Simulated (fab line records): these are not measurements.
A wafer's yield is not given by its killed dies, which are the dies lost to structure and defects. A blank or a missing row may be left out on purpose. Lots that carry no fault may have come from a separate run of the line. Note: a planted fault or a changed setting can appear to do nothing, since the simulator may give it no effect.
Comparing a struck lot with a sound one | flow n5 finfet | 19 steps out of a route of 1938
Sound: wafers L196.1, L196.2, L196.6. Wafers L203.4, L203.5, L203.6 were the ones struck. Last of all comes the cause.
Order at every step that has rows: each side's tool, ch and its chambers, its first start. Under that, the readings that differ: sound wafers | struck wafers | difference of the means | sigmas: that difference in standard deviations of wafers without a fault.
alike: words and numbers the same on both sides, and readings whose means are apart by under 2 such deviations; not compared: readings that were withheld, readings missing a value for some wafer, numbers with overlapping values and no deviation given by the record, and bounds like >300 which may hide the same value.
Wherever a step has rows on one side only, a row that says differs or no value, or a row with sigmas, the two part there. When numbers do not overlap yet have no deviation, they are printed without sigmas and do not part them. A reading missing from all wafers of one side parts the sides only when that side holds two or more wafers.

first, 2 steps without rows for these wafers: N5_BEOL_M2_STRIP_65 (strips in N2/H2); N5_BEOL_M2_STRIP_75 (strips in N2/H2).
N5_BEOL_M2_STRIP_66: strips in CF4.
  sound on rie diel-06 ch 1,2, day 8 08:59; struck on rie diel-04 ch 0,1,3, day 10 14:11
  alike: drypump motor current A, oes product au, rf vpp V, showerhead plenum p Torr, throttle valve pct
  not compared: rf hours counter h
N5_BEOL_M2_HM_OPEN_17: chemistry Cl2/BCl3, target TiN, target depth 20 nm, overetch 6 nm.
  sound on rie metal-02 ch 0,1, day 8 09:02; struck on rie metal-03 ch 0,1, day 10 14:15
  alike: bias w, drypump motor current A, he backside leak sccm, oes_ar_750_au, oes product au, throttle valve pct
  not compared: rf hours counter h
N5_BEOL_M2_STRIP_19: strips in O2.
  sound on rie diel-05 ch 0,3, day 8 09:11; struck on rie diel-04 ch 0,1,3, day 10 14:21
  alike: drypump motor current A, oes product au, rf vpp V, showerhead plenum p Torr, throttle valve pct
  not compared: rf hours counter h
N5_BEOL_M2_CD_MEAS_18: pitch 36 nm, target cd 18 nm.
  sound: cd sem-02 at day 8 09:15; struck: cd sem-01 at day 10 14:24
  alike: cd nm
then, 6 steps without rows for these wafers: N5_BEOL_M2_COAT_67 (time 60 s, resist thk 60 nm); N5_BEOL_M2_COAT_68 (time 60 s, resist thk 12 nm); N5_BEOL_M2_COAT_76 (time 60 s, resist thk 5 nm); N5_BEOL_M2_COAT_22 (resist thk 30 nm); N5_BEOL_M2_EBR_24; N5_BEOL_M2_SOFTBAKE_23 (time 60 s).
N5_BEOL_M2_EXPOSE_25: exposes mask V1, defocus 5 nm.
  sound on euv scanner-02 ch 0, day 8 09:26; struck on euv scanner-02 ch 0, day 10 14:36
  reading              | sound             | struck            | difference | sigmas
  exposure dose mJ cm2 | 62.81 62.81 62.77 | 56.58 56.60 56.53 | -6.23      | -74
  alike: mask, reticle temp C
then, 2 steps without rows for these wafers: N5_BEOL_M2_PEB_26 (peb time 60 s); N5_BEOL_M2_DEVELOP_27 (develop time 30 s).
N5_BEOL_M2_CD_MEAS_28: target cd 26.2 nm, target cd y 24.1 nm.
  sound on cd sem-03 ch 0, day 8 09:34; struck on cd sem-03 ch 0, day 10 14:43
  reading    | sound             | struck            | difference | sigmas
  cd nm (nm) | 26.24 26.24 26.54 | 24.35 24.42 24.62 | -1.88      | -8
N5_BEOL_M2_OVL_MEAS_29:
  sound on overlay-01 ch 0, day 8 09:36; struck on overlay-01 ch 0, day 10 14:46
  alike: V1_OVL
N5_BEOL_M4_RC_MEAS_101:
  the record has rows for the sound wafers here (prober-02 ch 0, day 9 17:44) and none for the struck ones
-- here the record skips 5 days between the struck wafers' starts before and after, leaving off in module BEOL_M4 and picking up in module PASSIVATION (first step shown: number 1936 of the route) --
N5_PASSIVATION_PROBE_49:
  rows exist in the record for the struck wafers here (prober-02, day 15 22:31), but not for the sound ones

== WHERE THEY PART ==
Earliest at N5_BEOL_M2_EXPOSE_25; latest, in this record, at N5_PASSIVATION_PROBE_49.

WHY: the cause the simulator had injected
Process parameter drift: euv scanner-02, from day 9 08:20 on, at N5_BEOL_M2_EXPOSE_25. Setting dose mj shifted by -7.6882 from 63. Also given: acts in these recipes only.
